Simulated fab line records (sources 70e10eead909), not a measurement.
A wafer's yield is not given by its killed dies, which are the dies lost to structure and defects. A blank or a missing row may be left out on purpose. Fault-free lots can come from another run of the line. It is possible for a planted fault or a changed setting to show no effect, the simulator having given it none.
Which of the tools did it? :: flow nand-harc :: Sampling: 11 lots, 33 wafers, 3 of 1302 route steps

## WHAT EACH GAUGE READ, for each wafer
NHARC_P_ZERO_WELL_CD_MEAS_11 targets a cd of 500 nm. Usual: cd-nm at 499.6 nm, with a standard deviation of 2.
lot: L793
measured: day 1 21:19
on: cd-sem-02
cd-nm (nm): 501.6 502.3 502.3
flag: 

lot: L794
measured: day 2 07:13
on: cd-sem-02
cd-nm (nm): 499.3 499.7 497.8
flag: 

lot: L795
measured: day 2 17:07
on: cd-sem-02
cd-nm (nm): 499.7 494.1 499.6
flag: 

lot: L796
measured: day 3 03:07
on: cd-sem-01
cd-nm (nm): 502.2 499.4 500.8
flag: 

lot: L797
measured: day 3 13:15
on: cd-sem-01
cd-nm (nm): 500.4 497.9 502.1
flag: 

lot: L798
measured: day 3 23:15
on: cd-sem-01
cd-nm (nm): 501.3 498.7 499.8
flag: 

lot: L799
measured: day 4 09:14
on: cd-sem-02
cd-nm (nm): 498.9 500.1 498.9
flag: 

lot: L802
measured: day 5 15:07
on: cd-sem-01
cd-nm (nm): 501.6 499.6 502.1
flag: 

lot: L809
measured: day 8 13:14
on: cd-sem-01
cd-nm (nm): 521.4 523.0 524.6
flag: OFF

lot: L811
measured: day 9 09:14
on: cd-sem-01
cd-nm (nm): 519.9 521.5 519.3
flag: OFF

lot: L815
measured: day 11 01:07
on: cd-sem-03
cd-nm (nm): 501.2 499.6 500.9
flag: 

NHARC_P_STI_CD_MEAS_09 targets a cd of 200 nm. Usual: cd-nm at 199.9 nm, with a standard deviation of 2.6.
lot: L793
measured: day 2 20:29
on: cd-sem-02
cd-nm (nm): 199.4 196.2 199.9
flag: 

lot: L794
measured: day 3 08:23
on: cd-sem-03
cd-nm (nm): 200.7 199.4 197.6
flag: 

lot: L795
measured: day 3 19:26
on: cd-sem-01
cd-nm (nm): 199.6 201.3 197.3
flag: 

lot: L796
measured: day 4 03:23
on: cd-sem-02
cd-nm (nm): 199.2 195.6 202.4
flag: 

lot: L797
measured: day 4 11:29
on: cd-sem-02
cd-nm (nm): 201.9 199.4 203.2
flag: 

lot: L798
measured: day 4 21:41
on: cd-sem-02
cd-nm (nm): 203.3 204.2 203.0
flag: 

lot: L799
measured: day 5 06:06
on: cd-sem-03
cd-nm (nm): 199.4 202.6 201.4
flag: 

lot: L802
measured: day 6 14:26
on: cd-sem-02
cd-nm (nm): 197.6 196.2 197.8
flag: 

lot: L809
measured: day 9 13:03
on: cd-sem-03
cd-nm (nm): 199.5 192.9 199.0
flag: 

lot: L811
measured: day 10 11:09
on: cd-sem-02
cd-nm (nm): 199.5 201.6 199.5
flag: 

lot: L815
measured: day 11 22:01
on: cd-sem-02
cd-nm (nm): 203.8 200.0 199.8
flag: 

## EACH LOT AND THE TOOL THAT RAN IT (in order: tool; ch and the chambers of the sampled wafers; start)
lot: L793
NHARC_P_ZERO_WELL_PEB_09: litho-track-07 ch 0, day 1 21:13

lot: L794
NHARC_P_ZERO_WELL_PEB_09: litho-track-05 ch 0, day 2 07:07

lot: L795
NHARC_P_ZERO_WELL_PEB_09: litho-track-05 ch 0, day 2 17:02

lot: L796
NHARC_P_ZERO_WELL_PEB_09: litho-track-05 ch 0, day 3 03:02

lot: L797
NHARC_P_ZERO_WELL_PEB_09: litho-track-07 ch 0, day 3 13:10

lot: L798
NHARC_P_ZERO_WELL_PEB_09: litho-track-05 ch 0, day 3 23:10

lot: L799
NHARC_P_ZERO_WELL_PEB_09: litho-track-03 ch 0, day 4 09:09

lot: L802
NHARC_P_ZERO_WELL_PEB_09: litho-track-05 ch 0, day 5 15:02

lot: L809
NHARC_P_ZERO_WELL_PEB_09: litho-track-05 ch 0, day 8 13:09

lot: L811
NHARC_P_ZERO_WELL_PEB_09: litho-track-05 ch 0, day 9 09:09

lot: L815
NHARC_P_ZERO_WELL_PEB_09: litho-track-03 ch 0, day 11 01:02
- NHARC_P_ZERO_WELL_PEB_09: peb time 80 s.

## AS READ BY THE TOOLS THEMSELVES (means over the sampled wafers that have a number; for cases with no such wafer, the mark the record gives instead)
NHARC_P_ZERO_WELL_PEB_09. Usual: heater-power-total-W 189.7 W, standard deviation 0.8; plate-temp-C 127.98 C, standard deviation 0.12.
lot: L793
tool: litho-track-07
heater-power-total-W (W): 190.1
plate-temp-C (C): 127.98
flag: 

lot: L794
tool: litho-track-05
heater-power-total-W (W): 189.3
plate-temp-C (C): 127.84
flag: 

lot: L795
tool: litho-track-05
heater-power-total-W (W): 190.4
plate-temp-C (C): 128.03
flag: 

lot: L796
tool: litho-track-05
heater-power-total-W (W): 189.5
plate-temp-C (C): 128.03
flag: 

lot: L797
tool: litho-track-07
heater-power-total-W (W): 189.9
plate-temp-C (C): 128.00
flag: 

lot: L798
tool: litho-track-05
heater-power-total-W (W): 189.8
plate-temp-C (C): 127.96
flag: 

lot: L799
tool: litho-track-03
heater-power-total-W (W): 189.6
plate-temp-C (C): 127.96
flag: 

lot: L802
tool: litho-track-05
heater-power-total-W (W): 189.2
plate-temp-C (C): 127.94
flag: 

lot: L809
tool: litho-track-05
heater-power-total-W (W): 198.5
plate-temp-C (C): 132.37
flag: OFF

lot: L811
tool: litho-track-05
heater-power-total-W (W): 198.9
plate-temp-C (C): 132.64
flag: OFF

lot: L815
tool: litho-track-03
heater-power-total-W (W): 190.1
plate-temp-C (C): 128.15
flag: 

## THE ANSWER, worked out from the rows above alone
Rule: a lot is off if the mean of its wafers that have a number lies more than 3 standard deviations from the usual mean. Also off: a lot with no number at a reading for which 4 or more lots have one. The other lots that the step has rows for count as sound. After the gauges, taken in route order, come the tools' own readings; for these a lot's mean is taken, as printed above. The first step at which some lot is off is used, and at that step the reading that is off furthest; a lot without a number counts as furthest.
Off: L809, L811, at NHARC_P_ZERO_WELL_CD_MEAS_11 (cd-nm).
A tool fits if, at a process step before that reading, it ran every lot that is off, and no sound lot after the first of them. The gauges at NHARC_P_ZERO_WELL_CD_MEAS_11 aren't tried: what is off there is off at NHARC_P_ZERO_WELL_PEB_09 too, on other tools, and a gauge's error can't cause that. One candidate fits, namely litho-track-05 at NHARC_P_ZERO_WELL_PEB_09. Its last sound lot is L802 (day 5 15:02), its first lot that is off L809 (day 8 13:09): a fault that began between those two fits.
The tool's own readings at NHARC_P_ZERO_WELL_PEB_09 bear it out: on the lots that are off they differ by more than 5 times the standard deviation of the sound lots' means. heater-power-total-W reads 198.7 W there against 189.8 W on the sound lots; plate-temp-C reads 132.50 C there against 127.99 C on the sound lots.

## WHAT HAD BEEN PUT IN BY THE SIMULATOR
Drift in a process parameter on litho-track-05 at NHARC_P_ZERO_WELL_PEB_09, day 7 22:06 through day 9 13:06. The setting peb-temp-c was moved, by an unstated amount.
Shown lots that were struck: L809, L811. Same finding as the rule above.
